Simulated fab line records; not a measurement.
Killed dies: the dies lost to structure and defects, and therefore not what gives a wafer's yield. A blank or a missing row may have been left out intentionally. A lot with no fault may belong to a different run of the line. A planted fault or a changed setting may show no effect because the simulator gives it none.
Which of the tools did it? ; flow nand_harc ; 33 wafers from 11 lots sampled at 4 of the route's 1302 steps

WHAT THE GAUGES READ, wafer by wafer
NHARC_P_STI_INSPECT_11.
lot;measured;on;raw_defect_count
L973;day 2 20:12;defect_inspect-01;1 4 8
L974;day 3 05:25;defect_inspect-01;5 2 5
L985;day 7 18:56;defect_inspect-01;7 11 7
L986;day 8 06:13;defect_inspect-02;3 5 12
L987;day 8 14:18;defect_inspect-02;7 4 4
L988;day 9 01:47;defect_inspect-01;6 2 5
L989;day 9 14:26;defect_inspect-02;7 9 10
L990;day 9 21:18;defect_inspect-02;4 2 7
L991;day 10 07:33;defect_inspect-02;10 6 10
L993;day 11 06:22;defect_inspect-01;9 5 2
L996;day 12 12:39;defect_inspect-01;3 0 4

NHARC_P_GATE_CD_MEAS_11: target cd 1640 nm.
lot;measured;on;cd_nm (nm)
L973;day 4 12:33;cd_sem-03;1641.2 1639.4 1640.9
L974;day 4 16:49;cd_sem-01;1641.5 1639.0 1640.0
L985;day 9 05:16;cd_sem-01;1644.1 1644.2 1646.0
L986;day 9 21:05;cd_sem-03;1643.8 1646.2 1644.6
L987;day 10 12:29;cd_sem-02;1638.8 1638.3 1639.4
L988;day 10 12:38;cd_sem-01;1639.4 1638.5 1638.2
L989;day 11 06:03;cd_sem-01;1639.3 1637.1 1638.0
L990;day 11 11:35;cd_sem-03;1640.0 1639.1 1640.0
L991;day 11 18:37;cd_sem-03;1639.8 1641.7 1638.6
L993;day 12 17:26;cd_sem-03;1638.1 1638.6 1637.6
L996;day 14 08:13;cd_sem-03;1639.8 1639.2 1640.7

EACH LOT AND THE TOOL THAT RAN IT (in order: tool; ch and the chambers of the sampled wafers; start)
lot;NHARC_P_ZERO_WELL_DESCUM_26;NHARC_P_GATE_EXPOSE_08
L973;rie_diel-04 ch 0,2,3, day 1 22:46;krf_scanner-03 ch 0, day 4 12:24
L974;rie_diel-10 ch 0,1, day 2 08:53;krf_scanner-02 ch 0, day 4 16:39
L985;rie_diel-07 ch 0,2, day 6 22:46;krf_scanner-01 ch 0, day 9 05:07
L986;rie_diel-04 ch 0,2, day 7 08:39;krf_scanner-01 ch 0, day 9 20:56
L987;rie_diel-04 ch 1,2,3, day 7 18:41;krf_scanner-03 ch 0, day 10 12:19
L988;rie_diel-07 ch 1,2,3, day 8 04:52;krf_scanner-02 ch 0, day 10 12:29
L989;rie_diel-10 ch 0,1,3, day 8 14:58;krf_scanner-02 ch 0, day 11 05:54
L990;rie_diel-04 ch 1,2,3, day 9 00:46;krf_scanner-03 ch 0, day 11 11:26
L991;rie_diel-10 ch 1,2,3, day 9 10:46;krf_scanner-03 ch 0, day 11 18:28
L993;rie_diel-07 ch 0,3, day 10 06:50;krf_scanner-03 ch 0, day 12 17:17
L996;rie_diel-10 ch 0,1,2, day 11 12:40;krf_scanner-03 ch 0, day 14 08:04
- NHARC_P_ZERO_WELL_DESCUM_26: chemistry O2, time 3 s.
- NHARC_P_GATE_EXPOSE_08: exposes mask P HV.

AS READ BY THE TOOLS THEMSELVES (means over the sampled wafers that have a number; for cases with no such wafer, the mark the record gives instead)
NHARC_P_ZERO_WELL_DESCUM_26.
lot;tool;drypump_motor_current_A (A);oes_product_au (a.u.);rf_vpp_V (V);showerhead_plenum_p_Torr (Torr);throttle_valve_pct (%)
L973;rie_diel-04;5.5;1.004;58.0;1.90;11.302
L974;rie_diel-10;5.9;1.002;58.8;1.93;11.308
L985;rie_diel-07;6.3;1.003;57.8;2.01;11.317
L986;rie_diel-04;5.0;1.006;57.1;1.81;11.308
L987;rie_diel-04;5.6;1.008;58.0;1.89;11.322
L988;rie_diel-07;5.9;1.011;57.4;1.90;11.306
L989;rie_diel-10;5.7;1.002;57.7;1.89;11.308
L990;rie_diel-04;5.6;0.999;57.3;1.89;11.311
L991;rie_diel-10;5.5;1.003;57.4;1.85;11.316
L993;rie_diel-07;6.4;0.997;57.0;1.99;11.302
L996;rie_diel-10;5.8;1.001;57.6;1.87;11.315

NHARC_P_GATE_EXPOSE_08.
lot;tool;exposure_dose_mJ_cm2
L973;krf_scanner-03;16.728
L974;krf_scanner-02;16.764
L985;krf_scanner-01;22.691
L986;krf_scanner-01;22.693
L987;krf_scanner-03;16.756
L988;krf_scanner-02;16.756
L989;krf_scanner-02;16.735
L990;krf_scanner-03;16.765
L991;krf_scanner-03;16.753
L993;krf_scanner-03;16.744
L996;krf_scanner-03;16.742

THE ANSWER, worked out from the rows above alone
Rule: usual is defined by the lots themselves. Put in order of their means at a reading, lots are off if they are a third of the lots or fewer, leave a main group of 4 or more, and stand apart from it by a gap of 3 or more times the standard deviation of the main group's means; of several such gaps the widest counts. A main group whose means are all the same, to the digits that the tables above print for the reading, isn't used. Also off: a lot with no number at a reading for which 4 or more lots have one. Where the step has rows for the other lots, those lots are counted as sound. Order of review: gauges by route order, followed by the tools' own readings, for which a lot's mean as printed above is used. At the first step where some lot is off, the reading lying furthest off is the one used; lots without a number count as furthest.
Off: L985, L986, at NHARC_P_GATE_CD_MEAS_11 (cd_nm). The main group has a mean of 1639.3 nm with a standard deviation of 0.86.
A tool fits if, at a process step before that reading, it ran every lot that is off, and no sound lot after the first of them. The gauges at NHARC_P_GATE_CD_MEAS_11 aren't tried: what is off there is off at NHARC_P_GATE_EXPOSE_08 too, on other tools, and a gauge's error can't cause that. One fits: NHARC_P_GATE_EXPOSE_08 on krf_scanner-01. It ran no sound lot before its first lot that is off in this sample, so the start can't be narrowed down.
On the lots that are off, the tool's own readings at NHARC_P_GATE_EXPOSE_08 differ by more than 5 times the standard deviation of the sound lots' means, which bears it out; exposure_dose_mJ_cm2 reads 22.692 there versus 16.749 on the sound lots.

WHAT HAD BEEN PUT IN BY THE SIMULATOR
Drift in process parameters on krf_scanner-01 at NHARC_P_GATE_EXPOSE_08, starting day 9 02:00. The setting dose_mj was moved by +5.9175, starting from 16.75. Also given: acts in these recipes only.
Struck lots among those shown: L985, L986. This agrees with what the rule above found.
